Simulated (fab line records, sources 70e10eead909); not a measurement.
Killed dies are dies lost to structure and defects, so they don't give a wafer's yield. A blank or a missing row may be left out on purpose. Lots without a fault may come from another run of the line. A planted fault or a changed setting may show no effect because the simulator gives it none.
Which tool did it? | flow nand_harc | 6 lots, 18 wafers sampled, at 2 steps of a route of 1302

WHAT THE GAUGES READ, wafer by wafer
NHARC_P_M2_CD_MEAS_09: target cd 170 nm.
lot  | measured     | on        | cd_nm (nm)
L956 | day 8 00:26  | cd_sem-02 | 169.9 169.9 170.6
L958 | day 8 07:14  | cd_sem-01 | 168.8 169.2 168.8
L965 | day 11 13:34 | cd_sem-02 | 169.5 168.6 169.3
L971 | day 13 21:44 | cd_sem-01 | 170.9 170.3 170.0
L973 | day 14 17:58 | cd_sem-01 | 168.9 169.6 168.5
L976 | day 15 21:36 | cd_sem-01 | 169.9 170.1 169.6

WHICH TOOL RAN EACH LOT (tool, then ch and the chambers of the sampled wafers, then the start)
lot  | NHARC_P_M1_ANNEAL_31
L956 | rtp_anneal-02 ch 0, day 7 22:27
L958 | rtp_anneal-02 ch 0, day 8 05:02
L965 | rtp_anneal-02 ch 0, day 11 11:24
L971 | rtp_anneal-02 ch 0, day 13 19:31
L973 | rtp_anneal-02 ch 0, day 14 15:47
L976 | rtp_anneal-02 ch 0, day 15 19:32
- NHARC_P_M1_ANNEAL_31: time 90 s.

THE ANSWER, worked out from the rows above alone
Rule: what is usual is taken from the lots themselves. Put in order of their means at a reading, lots are off if they are a third of the lots or fewer, leave a main group of 4 or more, and stand apart from it by a gap of 3 or more times the standard deviation of the main group's means; of several such gaps the widest counts. A main group whose means are all the same, to the digits that the tables above print for the reading, isn't used. A lot without any number at a reading at which 4 lots or more have one is off too. The other lots that the step has rows for count as sound.
No lot is off at any reading shown: from this, nothing can be told.

WHAT THE SIMULATOR HAD PUT IN
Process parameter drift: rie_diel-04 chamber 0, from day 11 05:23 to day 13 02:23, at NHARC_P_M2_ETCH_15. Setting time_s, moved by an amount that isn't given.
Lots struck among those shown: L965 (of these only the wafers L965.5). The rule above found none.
